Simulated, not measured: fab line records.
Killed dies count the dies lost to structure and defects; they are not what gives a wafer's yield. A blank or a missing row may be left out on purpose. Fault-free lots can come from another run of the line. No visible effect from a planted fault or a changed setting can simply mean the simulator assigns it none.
Matching of chambers	flow n5-finfet	4 sister chambers for N5_ZERO_LAYER_ETCH_17 on rie-diel-02
The step etches SiO2 in CF4, target depth 12 nm, time 13.3 s. 4 wafers are shown with their chamber, then 12 later ones without.

EACH WAFER AND ITS CHAMBER
wafer	chamber	showerhead-plenum-p-Torr (Torr)
L086.1	1	2.08
L088.6	2	2.11
L089.4	3	2.22
L089.6	0	2.15

WAFERS WHOSE CHAMBER IS MISSING
wafer	showerhead-plenum-p-Torr (Torr)
L090.4	2.07
L090.5	2.22
L090.6	2.15
L092.2	2.10
L092.4	2.07
L092.5	2.07
L095.1	2.10
L095.3	2.07
L095.5	2.14
L096.2	2.22
L096.4	2.14
L096.6	2.22

EACH ONE'S CHAMBER
wafer	from the rows above	in truth
L090.4	1	1
L090.5	3	3
L090.6	0	0
L092.2	can't be placed: 2 or 1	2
L092.4	1	1
L092.5	1	1
L095.1	can't be placed: 2 or 1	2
L095.3	1	1
L095.5	0	0
L096.2	3	3
L096.4	0	0
L096.6	3	3
Placed correctly: 10 of 12. From these rows, 2 cannot be placed; in 2 the true chamber is one of the candidates. Wrongly placed: 0.
How it was worked out, from the rows above alone: a wafer's distance from a chamber is the root of the sum, over the readings, of the square of ((its reading less the chamber's mean) divided by the reading's scatter). If the next closest chamber is less than 2 further off than the closest, the wafer can't be placed; otherwise it belongs to the closest. Each chamber's mean is taken over the wafers shown for it. The scatter: with one shown wafer a chamber, the root of the mean of the squares of how far each hidden wafer lies from its nearest shown one.
